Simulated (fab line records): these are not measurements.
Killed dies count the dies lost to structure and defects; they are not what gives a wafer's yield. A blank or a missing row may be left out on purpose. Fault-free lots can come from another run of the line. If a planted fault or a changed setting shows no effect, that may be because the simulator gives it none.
Split-lot study / flow n5 finfet / 39 wafers read across 7 lots, on a route 1938 steps long

THE SPLIT
At N5_FIN_SAQP_HM_DEP_72 (deposits SiO2 from SiH4/N2O, target thk 12 nm, time 7.2 s), the setting target thk a was moved away from the recipe's 120 angstrom on 18 of the 39 wafers read, by -8.4% to +14.4%. All remaining wafers had this setting at the recipe value.

FROM THE SPLIT TO THE READING: what the file shows between them, 4 steps
- N5_FIN_SAQP_COAT_49: time 60 s, resist thk 100 nm
- N5_FIN_SAQP_COAT_50: time 60 s, resist thk 35 nm
- N5_FIN_SAQP_ETCH_52: etches SOC in N2/H2, target depth 100 nm, overetch 20 nm, time 150 s
- N5_FIN_SAQP_STRIP_53: strips in N2/H2

THE READING
etch.depth nm (the simulator's own value, which no gauge read), in nm, at N5_FIN_SAQP_HM_OPEN_73 (chemistry CHF3/O2, target SiO2, stops on a-Si, target depth 12 nm, time 16.8 s). No usual value for it is given in the file. Average 12.06 nm, standard deviation 0.17 nm, over the 21 wafers here run with the recipe.

wafer=L084.1; tool, chamber at the split=pecvd-04, 1; target thk a as run, angstrom=120; against the recipe=recipe; etch.depth nm, nm=12.08; against lot-mates on the recipe=-
wafer=L084.2; tool, chamber at the split=pecvd-04, 2; target thk a as run, angstrom=109.9; against the recipe=-8.4%; etch.depth nm, nm=11.01; against lot-mates on the recipe=-1.23
wafer=L084.3; tool, chamber at the split=pecvd-04, 0; target thk a as run, angstrom=109.9; against the recipe=-8.4%; etch.depth nm, nm=10.8; against lot-mates on the recipe=-1.44
wafer=L084.4; tool, chamber at the split=pecvd-04, 0; target thk a as run, angstrom=109.9; against the recipe=-8.4%; etch.depth nm, nm=11.16; against lot-mates on the recipe=-1.08
wafer=L084.5; tool, chamber at the split=pecvd-04, 1; target thk a as run, angstrom=120; against the recipe=recipe; etch.depth nm, nm=12.38; against lot-mates on the recipe=-
wafer=L084.6; tool, chamber at the split=pecvd-04, 2; target thk a as run, angstrom=120; against the recipe=recipe; etch.depth nm, nm=12.27; against lot-mates on the recipe=-
wafer=L085.1; tool, chamber at the split=pecvd-04, 1; target thk a as run, angstrom=136.9; against the recipe=+14.1%; etch.depth nm, nm=13.61; against lot-mates on the recipe=+1.57
wafer=L085.2; tool, chamber at the split=pecvd-04, 2; target thk a as run, angstrom=120; against the recipe=recipe; etch.depth nm, nm=12.08; against lot-mates on the recipe=-
wafer=L085.3; tool, chamber at the split=pecvd-04, 0; target thk a as run, angstrom=120; against the recipe=recipe; etch.depth nm, nm=11.99; against lot-mates on the recipe=-
wafer=L085.4; tool, chamber at the split=pecvd-04, 2; target thk a as run, angstrom=120; against the recipe=recipe; etch.depth nm, nm=12.06; against lot-mates on the recipe=-
wafer=L085.5; tool, chamber at the split=pecvd-04, 0; target thk a as run, angstrom=136.9; against the recipe=+14.1%; etch.depth nm, nm=13.66; against lot-mates on the recipe=+1.62
wafer=L085.6; tool, chamber at the split=pecvd-04, 1; target thk a as run, angstrom=136.9; against the recipe=+14.1%; etch.depth nm, nm=13.89; against lot-mates on the recipe=+1.85
wafer=L086.1; tool, chamber at the split=pecvd-03, 1; target thk a as run, angstrom=120; against the recipe=recipe; etch.depth nm, nm=11.84; against lot-mates on the recipe=-
wafer=L086.2; tool, chamber at the split=pecvd-03, 2; target thk a as run, angstrom=113; against the recipe=-5.8%; etch.depth nm, nm=11.4; against lot-mates on the recipe=-0.71
wafer=L086.4; tool, chamber at the split=pecvd-03, 2; target thk a as run, angstrom=113; against the recipe=-5.8%; etch.depth nm, nm=11.4; against lot-mates on the recipe=-0.71
wafer=L086.3; tool, chamber at the split=pecvd-03, 1; target thk a as run, angstrom=113; against the recipe=-5.8%; etch.depth nm, nm=11.59; against lot-mates on the recipe=-0.52
wafer=L086.5; tool, chamber at the split=pecvd-03, 1; target thk a as run, angstrom=120; against the recipe=recipe; etch.depth nm, nm=12.14; against lot-mates on the recipe=-
wafer=L086.6; tool, chamber at the split=pecvd-03, 2; target thk a as run, angstrom=120; against the recipe=recipe; etch.depth nm, nm=12.35; against lot-mates on the recipe=-
wafer=L087.1; tool, chamber at the split=pecvd-04, 0; target thk a as run, angstrom=120; against the recipe=recipe; etch.depth nm, nm=12.09; against lot-mates on the recipe=-
wafer=L087.2; tool, chamber at the split=pecvd-04, 2; target thk a as run, angstrom=137.3; against the recipe=+14.4%; etch.depth nm, nm=13.69; against lot-mates on the recipe=+1.54
wafer=L087.3; tool, chamber at the split=pecvd-04, 1; target thk a as run, angstrom=137.3; against the recipe=+14.4%; etch.depth nm, nm=13.78; against lot-mates on the recipe=+1.63
wafer=L087.4; tool, chamber at the split=pecvd-04, 0; target thk a as run, angstrom=137.3; against the recipe=+14.4%; etch.depth nm, nm=13.85; against lot-mates on the recipe=+1.70
wafer=L087.5; tool, chamber at the split=pecvd-04, 2; target thk a as run, angstrom=120; against the recipe=recipe; etch.depth nm, nm=12.21; against lot-mates on the recipe=-
wafer=L087.6; tool, chamber at the split=pecvd-04, 1; target thk a as run, angstrom=120; against the recipe=recipe; etch.depth nm, nm=12.16; against lot-mates on the recipe=-
wafer=L090.1; tool, chamber at the split=pecvd-02, 0; target thk a as run, angstrom=120; against the recipe=recipe; etch.depth nm, nm=11.93; against lot-mates on the recipe=-
wafer=L090.2; tool, chamber at the split=pecvd-02, 2; target thk a as run, angstrom=130.6; against the recipe=+8.8%; etch.depth nm, nm=12.95; against lot-mates on the recipe=+0.94
wafer=L090.3; tool, chamber at the split=pecvd-02, 1; target thk a as run, angstrom=130.6; against the recipe=+8.8%; etch.depth nm, nm=12.93; against lot-mates on the recipe=+0.92
wafer=L090.4; tool, chamber at the split=pecvd-02, 1; target thk a as run, angstrom=120; against the recipe=recipe; etch.depth nm, nm=12.01; against lot-mates on the recipe=-
wafer=L090.5; tool, chamber at the split=pecvd-02, 2; target thk a as run, angstrom=120; against the recipe=recipe; etch.depth nm, nm=12.08; against lot-mates on the recipe=-
wafer=L090.6; tool, chamber at the split=pecvd-02, 0; target thk a as run, angstrom=130.6; against the recipe=+8.8%; etch.depth nm, nm=13.21; against lot-mates on the recipe=+1.20
wafer=L092.2; tool, chamber at the split=pecvd-02, 1; target thk a as run, angstrom=120; against the recipe=recipe; etch.depth nm, nm=12.02; against lot-mates on the recipe=-
wafer=L092.4; tool, chamber at the split=pecvd-02, 2; target thk a as run, angstrom=120; against the recipe=recipe; etch.depth nm, nm=12.07; against lot-mates on the recipe=-
wafer=L092.6; tool, chamber at the split=pecvd-02, 1; target thk a as run, angstrom=120; against the recipe=recipe; etch.depth nm, nm=12.15; against lot-mates on the recipe=-
wafer=L097.1; tool, chamber at the split=pecvd-02, 0; target thk a as run, angstrom=136.4; against the recipe=+13.7%; etch.depth nm, nm=13.45; against lot-mates on the recipe=+1.67
wafer=L097.2; tool, chamber at the split=pecvd-02, 1; target thk a as run, angstrom=120; against the recipe=recipe; etch.depth nm, nm=11.69; against lot-mates on the recipe=-
wafer=L097.3; tool, chamber at the split=pecvd-02, 2; target thk a as run, angstrom=120; against the recipe=recipe; etch.depth nm, nm=11.79; against lot-mates on the recipe=-
wafer=L097.4; tool, chamber at the split=pecvd-02, 0; target thk a as run, angstrom=136.4; against the recipe=+13.7%; etch.depth nm, nm=13.8; against lot-mates on the recipe=+2.02
wafer=L097.5; tool, chamber at the split=pecvd-02, 2; target thk a as run, angstrom=136.4; against the recipe=+13.7%; etch.depth nm, nm=13.53; against lot-mates on the recipe=+1.75
wafer=L097.6; tool, chamber at the split=pecvd-02, 1; target thk a as run, angstrom=120; against the recipe=recipe; etch.depth nm, nm=11.87; against lot-mates on the recipe=-

FIT RESULTS
A straight line over all 39 wafers: etch.depth nm changes by +0.116 nm for each +1% of target thk a; r = +0.98; the points scatter about the line by 0.16 nm.
The same after taking each lot's own level away (the mean of its wafers on the recipe; 39 wafers): +0.124 nm for each +1%; r = +0.99; scatter 0.14 nm.
That fit puts the effect of the largest move of target thk a on the reading at 1.8 nm.
From 11.783 to 12.243 nm: that is the span of the lots' own levels, equal to 2.7 times the standard deviation above.
Hence the lot-to-lot level has little effect on the slope; both slopes agree.
Check: with one of the wafers moved furthest among these (+14.4%) left out of the fit, the line predicts +1.78 nm for it against its lot-mates. Against them it came out at +1.54 nm.

THE WHOLE CHAIN: every reading that the file lists as answering this split, in the file's order
step=N5_FIN_SAQP_HM_DEP_72; what it does=deposits SiO2 from SiH4/N2O, target thk 12 nm, time 7.2 s; reading=SiO2_of_FIN_SAQP_HM_DEP_72.thk nm (the simulator's own value, which no gauge read); change (the file's fit)=+0.123 nm for each +1% of the setting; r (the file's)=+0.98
step=N5_FIN_SAQP_HM_OPEN_73; what it does=chemistry CHF3/O2, target SiO2, stops on a-Si, target depth 12 nm, time 16.8 s; reading=etch.depth nm (the simulator's own value, which no gauge read); change (the file's fit)=+0.123 nm for each +1% of the setting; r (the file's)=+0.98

THE FILE'S OWN FIT
etch.depth nm changes by +0.123 nm for each +1% of target thk a, r = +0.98.
